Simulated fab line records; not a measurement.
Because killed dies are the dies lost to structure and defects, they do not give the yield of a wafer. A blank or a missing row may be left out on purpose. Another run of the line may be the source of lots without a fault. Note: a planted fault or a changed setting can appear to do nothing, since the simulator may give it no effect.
Split-lot study -- flow n5 finfet -- route with 1938 steps; 7 lots, 21 wafers read

## SPLIT DETAILS
At N5_BEOL_M1_PECVD_72 (deposits SiO2 from TEOS/O2, target thk 16 nm, time 18 s), the setting time s was moved away from the recipe's 18 s on 5 of the 21 wafers read, by -12.6% to -8.8%. For the rest of the wafers, this setting stayed at what the recipe calls for.

The reading is taken at the split's own step.

## THE READING
SiO2_of_BEOL_M1_PECVD_72.thk nm (the simulator's own value, which no gauge read), in nm, at N5_BEOL_M1_PECVD_72 (deposits SiO2 from TEOS/O2, target thk 16 nm, time 18 s). The file does not state a usual value for it. Across the 16 wafers here that went through the recipe, the average is 16.1 nm and the standard deviation 0.23 nm.

wafer,"tool, chamber at the split","time s as run, s",against the recipe,"SiO2_of_BEOL_M1_PECVD_72.thk nm, nm",against lot-mates on the recipe
L076.3,"pecvd-01, 1",18,recipe,16,-
L076.4,"pecvd-01, 1,0",15.73,-12.6%,14.4,-1.6
L076.6,"pecvd-01, 1,0",15.73,-12.6%,14.4,-1.6
L079.1,"pecvd-03, 2",18,recipe,16,-
L079.4,"pecvd-03, 1",18,recipe,16.2,-
L079.6,"pecvd-03, 2",18,recipe,16.6,-
L086.1,"pecvd-02, 1",16.42,-8.8%,14.8,-1.2
L086.2,"pecvd-02, 0,2",18,recipe,16,-
L086.3,"pecvd-02, 0,2",18,recipe,16,-
L091.1,"pecvd-01, 0,1",18,recipe,16,-
L091.2,"pecvd-01, 0,1",18,recipe,16,-
L091.4,"pecvd-01, 0",18,recipe,16.4,-
L092.2,"pecvd-03, 0,1",15.76,-12.4%,14,-2.0
L092.4,"pecvd-03, 0,1",15.76,-12.4%,14,-2.0
L092.6,"pecvd-03, 0",18,recipe,16,-
L094.1,"pecvd-02, 1",18,recipe,16,-
L094.2,"pecvd-02, 2",18,recipe,15.8,-
L094.6,"pecvd-02, 1",18,recipe,16.4,-
L096.1,"pecvd-02, 2",18,recipe,15.6,-
L096.2,"pecvd-02, 0,2",18,recipe,16,-
L096.6,"pecvd-02, 0,2",18,recipe,16,-
If several chambers appear in one row, that row covers several wafers at once and the file leaves open which wafer was in which chamber.

THE FIT
A straight line over all 21 wafers: SiO2_of_BEOL_M1_PECVD_72.thk nm changes by +0.148 nm for each +1% of time s; r = +0.96; the points scatter about the line by 0.23 nm.
The same after taking each lot's own level away (the mean of its wafers on the recipe; 21 wafers): +0.143 nm for each +1%; r = +0.97; scatter 0.2 nm.
Per that fit: largest time s move, reading shift of 1.8 nm.
The lots' own levels span 15.87 to 16.27 nm, that is 1.7 times the standard deviation above.
Hence the lot-to-lot level has little effect on the slope; both slopes agree.
Check: -1.86 nm against its lot-mates is what the line predicts for one of the wafers moved furthest among these (-12.6%) when that wafer is left out of the fit. It came out at -1.6 nm against them.

## THE OTHER SPLITS THESE WAFERS WENT THROUGH
These wafers also went through other splits before the reading. Each is held against what the fit with the lots' levels taken away leaves over:
other split on the same wafers,wafers away from the commonest value,r with SiO2_of_BEOL_M1_PECVD_72.thk nm (lot level and that fit taken away)
N5_SD_EPI_P_PEB_07 peb time s,7,+0.10
N5_HKMG_FIN_EXPOSE_46 dose mj,3,+0.25
N5_HKMG_FIN_DEVELOP_48 develop time s,8,-0.18
N5_HKMG_FIN_ETCH_54 source w,6,-0.36
N5_GATE_CUT_ETCH_58 bias w,7,+0.05
N5_GATE_CUT_COAT_27 spin rpm,8,+0.00
N5_MOL_CONTACT_COAG_VIA_ETCH_117 bias w,5,-0.06
N5_MOL_CONTACT_COAG_CVD_140 target thk a,7,+0.05
N5_BEOL_M0_SAQP_DESCUM_19 time s,11,-0.01

## FILE'S OWN FIT
SiO2_of_BEOL_M1_PECVD_72.thk nm changes by +0.142 nm for each +1% of time s, r = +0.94.
